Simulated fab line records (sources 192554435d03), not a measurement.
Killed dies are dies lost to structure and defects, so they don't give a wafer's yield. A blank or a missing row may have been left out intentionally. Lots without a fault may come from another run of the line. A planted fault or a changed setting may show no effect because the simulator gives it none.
A struck lot beside a sound one + flow n5Finfet + 36 steps out of a route of 1938
Sound: the wafers L773.1, L773.2, L773.6. Struck: wafer L781.2 (L781.1, L781.4, from the same lot, were not struck and are left out); the cause is given at the end.
Per side, at each step with rows, come the tool, then ch with its chambers, and then its first start. Under that, the readings that differ: sound wafers + struck wafers + difference of the means + sigmas: that difference in standard deviations of wafers without a fault.
alike: same words and numbers on both sides, and readings whose means sit less than 2 such deviations apart. not compared: any withheld reading, any reading some wafer has no value for, any bound like >300 that may hide the same value, and any number with overlapping values for which the record gives no deviation.
Wherever a step has rows on one side only, a row that says differs or no value, or a row with sigmas, the two part there. Numbers that don't overlap but have no deviation are shown without sigmas and don't part them. A reading missing from all wafers of one side parts the sides only when that side holds two or more wafers.

first, 7 steps without rows for these wafers: N5_SD_ACTIVATION_RTA_00 (time 0 s); N5_SD_ACTIVATION_LSA_01 (time 0.0008 s); N5_ILD0_LINER_00 (material SiNx, target thk 4 nm, pulse time 1 s, purge time 2 s); N5_ILD0_FCVD_FILL_01 (material SiO2 flowable, target thk 200 nm, time 328.3 s); N5_ILD0_CURE_02 (time 1800 s); N5_ILD0_CMP_03 (polishes, stops on SiNx, t overpolish 1.9 s, target thk 197.38 nm); N5_ILD0_CMP_07 (polishes SiO2 flowable, stops on poly-Si, t overpolish 1.18 s, target thk 138.88 nm).
N5_ILD0_PRECLEAN_10: cleans in NF3:NH3, afs cycles 5, time 20 s, sublimation time 60 s.
  sound on remotePlasma-02 ch 0, day 5 05:52; struck on remotePlasma-02 ch 0, day 7 04:32
| reading                                             | sound           | struck | difference | sigmas |
|-----------------------------------------------------|-----------------|--------|------------|--------|
| timeS (s)                                           | 20 20 20        | 12.982 | -7.018     |        |
| model.SiO2_flowable_of_ILD0_FCVD_FILL_01.thkNm (nm) | 119 118.6 118.6 | 126    | +7         |        |
  alike: tempC
then, 24 steps without rows for these wafers: N5_ILD0_ALD_15 (deposits SiNx, target thk 24 nm, pulse time 1 s, ald cycles 480); N5_ILD0_CMP_12 (polishes SiNx, stops on poly-Si, t overpolish 6 s, target thk 17.67 nm); N5_SDB_HM_DEP_00 (deposits SiNx from SiH4/NH3/N2, target thk 40 nm, time 35.3 s); N5_SDB_COAT_03 (time 60 s, resist thk 100 nm); N5_SDB_COAT_04 (time 60 s, resist thk 18 nm); N5_SDB_COAT_05 (resist thk 90 nm); N5_SDB_EBR_07; N5_SDB_SOFTBAKE_06 (time 60 s); N5_SDB_EXPOSE_08 (exposes mask SDB); N5_SDB_PEB_09 (peb time 60 s); N5_SDB_DEVELOP_10 (develop time 30 s); N5_SDB_DESCUM_16 (chemistry O2, time 7.9 s); N5_SDB_ETCH_17 (etches SiARC in CF4, target depth 23.4 nm, time 39 s); N5_SDB_ETCH_18 (etches SOC in N2/H2, target depth 100 nm, overetch 20 nm, time 150 s); N5_SDB_STRIP_19 (strips in N2/H2); N5_SDB_STRIP_21 (strips in CF4); N5_SDB_HM_OPEN_20 (chemistry CH3F/O2, target SiNx, stops on poly-Si, target depth 24 nm); N5_SDB_STRIP_22 (strips in N2/H2); N5_SDB_PRECLEAN_23 (cleans in dHF, time 30 s); N5_SDB_DUMMY_REMOVE_24 (chemistry TMAH, target poly-Si, stops on SiO2, target depth 142 nm, time 57 s, rinse time 30 s); N5_SDB_ETCH_25 (etches SiO2 in C4F6/O2, target depth 10 nm, time 3.3 s); N5_SDB_CUT_ETCH_26 (etches Si in HBr/Cl2/O2, target depth 129.6 nm, bt time 20 s, time 51.8 s); N5_SDB_PRECLEAN_38 (cleans in dHF, time 10 s); N5_SDB_PRECLEAN_39 (cleans in O3/DIW, time 45 s).
N5_GATE_CUT_THK_MEAS_24:
  sound on filmMetro-02 at day 6 06:27; struck on filmMetro-02 at day 8 05:13
| reading          | sound             | struck | difference | sigmas |
|------------------|-------------------|--------|------------|--------|
| GC_FILL_THK (nm) | 216.9 217.1 218.7 | 226.1  | +8.5       | +4     |
N5_MOL_CONTACT_COAG_WET_ETCH_116: etches the open film in SC1-inhibited, target depth 4.6 nm, rinse time 30 s.
  sound on wetBench-02 ch 3,4,7, day 6 14:46; struck on wetBench-01 ch 1, day 8 12:34
| reading                                             | sound             | struck | difference | sigmas |
|-----------------------------------------------------|-------------------|--------|------------|--------|
| model.SiO2_flowable_of_ILD0_FCVD_FILL_01.thkNm (nm) | 110.8 110.6 110.6 | 117.4  | +6.7       |        |
-- the record jumps here: 3 days lie between the struck wafers' starts before and after (it left off in module MOL_CONTACT_COAG and takes up again in module BEOL_M4, whose first step shown is number 1111 of the route) --
N5_BEOL_M4_RC_MEAS_101:
  sound on prober-02 ch 0, day 9 11:56; struck on prober-01 ch 0, day 11 21:16
  alike: DIBL_N, DIBL_P, IOFF_N, IOFF_P, ION_N, ION_P, SS_N, SS_P, VT_N, VT_P
-- the record jumps here: 5 days lie between the struck wafers' starts before and after (it left off in module BEOL_M4 and takes up again in module PASSIVATION, whose first step shown is number 1936 of the route) --
N5_PASSIVATION_PROBE_49:
  sound on prober-01 at day 13 21:16; struck on prober-02 at day 16 14:25
  alike: defectLimitedYield, killed_at_M0_to_M3, killed_at_M4_up, killedAtContacts, killedAtFrontEnd, killedAtOther, killedDies, killedOnRim, killedOpen, killedShort, sort_bin_5_function, sort_bin_6_memory, sortNPass, sortYieldPct

== WHERE THEY PART ==
Only at N5_GATE_CUT_THK_MEAS_24, within this record. Later steps at which nothing parts them and some readings are alike: N5_BEOL_M4_RC_MEAS_101, N5_PASSIVATION_PROBE_49.

WHY: what the simulator had put in
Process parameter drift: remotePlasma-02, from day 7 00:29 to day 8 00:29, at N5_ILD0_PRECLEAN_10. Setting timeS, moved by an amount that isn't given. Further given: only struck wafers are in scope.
